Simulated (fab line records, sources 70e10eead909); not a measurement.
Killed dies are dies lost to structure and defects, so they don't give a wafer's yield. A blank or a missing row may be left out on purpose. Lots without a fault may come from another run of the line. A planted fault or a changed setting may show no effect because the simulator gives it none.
Which tool did it? | flow nand_harc | 15 lots, 45 wafers sampled, at 2 steps of a route of 1302

WHAT THE GAUGES READ, wafer by wafer
NHARC_P_M0_INSPECT_27.
lot  | measured     | on                | raw_defect_count
L518 | day 6 20:13  | defect_inspect-01 | 232 164 454
L519 | day 7 08:41  | defect_inspect-02 | 645 337 505
L517 | day 7 15:59  | defect_inspect-02 | 189 258 223
L521 | day 7 20:52  | defect_inspect-02 | 143 350 284
L523 | day 8 17:12  | defect_inspect-02 | 291 335 283
L524 | day 9 02:17  | defect_inspect-02 | 268 325 208
L526 | day 9 21:12  | defect_inspect-01 | 279 167 449
L528 | day 10 17:53 | defect_inspect-01 | 376 308 252
L527 | day 10 20:47 | defect_inspect-01 | 320 226 485
L536 | day 13 20:28 | defect_inspect-01 | 275 365 340
L535 | day 13 22:27 | defect_inspect-02 | 451 299 400
L537 | day 14 09:21 | defect_inspect-02 | 203 258 375
L538 | day 15 01:37 | defect_inspect-01 | 361 160 422
L539 | day 15 06:11 | defect_inspect-02 | 152 247 113
L540 | day 15 17:08 | defect_inspect-02 | 147 272 327

NHARC_P_M1_INSPECT_11.
lot  | measured     | on                | raw_defect_count
L518 | day 6 22:04  | defect_inspect-01 | 5 7 4
L519 | day 7 10:13  | defect_inspect-01 | 3 5 7
L517 | day 7 17:40  | defect_inspect-02 | 7 4 5
L521 | day 7 22:17  | defect_inspect-02 | 3 5 6
L523 | day 8 18:43  | defect_inspect-02 | 9 9 8
L524 | day 9 04:18  | defect_inspect-01 | 3 5 1
L526 | day 9 22:43  | defect_inspect-01 | 4 2 4
L528 | day 10 19:24 | defect_inspect-01 | 4 4 5
L527 | day 10 22:11 | defect_inspect-01 | 9 4 5
L536 | day 13 21:51 | defect_inspect-02 | 4 4 1
L535 | day 13 23:58 | defect_inspect-02 | 4 7 6
L537 | day 14 10:50 | defect_inspect-01 | 3 6 10
L538 | day 15 03:08 | defect_inspect-01 | 8 6 10
L539 | day 15 07:43 | defect_inspect-02 | 3 3 4
L540 | day 15 18:40 | defect_inspect-02 | 3 4 3

WHICH TOOL RAN EACH LOT (tool, then ch and the chambers of the sampled wafers, then the start)
The record holds no process step before these readings.

WHAT THE TOOLS THEMSELVES READ (means of the sampled wafers that have a number; where no wafer has one, the mark that the record gives instead)
The record holds no such reading with a usual standard deviation.

THE ANSWER, worked out from the rows above alone
Rule: what is usual is taken from the lots themselves. Put in order of their means at a reading, lots are off if they are a third of the lots or fewer, leave a main group of 4 or more, and stand apart from it by a gap of 3 or more times the standard deviation of the main group's means; of several such gaps the widest counts. A main group whose means are all the same, to the digits that the tables above print for the reading, isn't used. A lot without any number at a reading at which 4 lots or more have one is off too. The other lots that the step has rows for count as sound. The gauges are gone through in route order, then the tools' own readings, and for those a lot's mean is taken as printed above. The first step at which some lot is off is used, and at that step the reading that is off furthest; a lot without a number counts as furthest.
No lot is off at any reading shown: from this, nothing can be told.

WHAT THE SIMULATOR HAD PUT IN
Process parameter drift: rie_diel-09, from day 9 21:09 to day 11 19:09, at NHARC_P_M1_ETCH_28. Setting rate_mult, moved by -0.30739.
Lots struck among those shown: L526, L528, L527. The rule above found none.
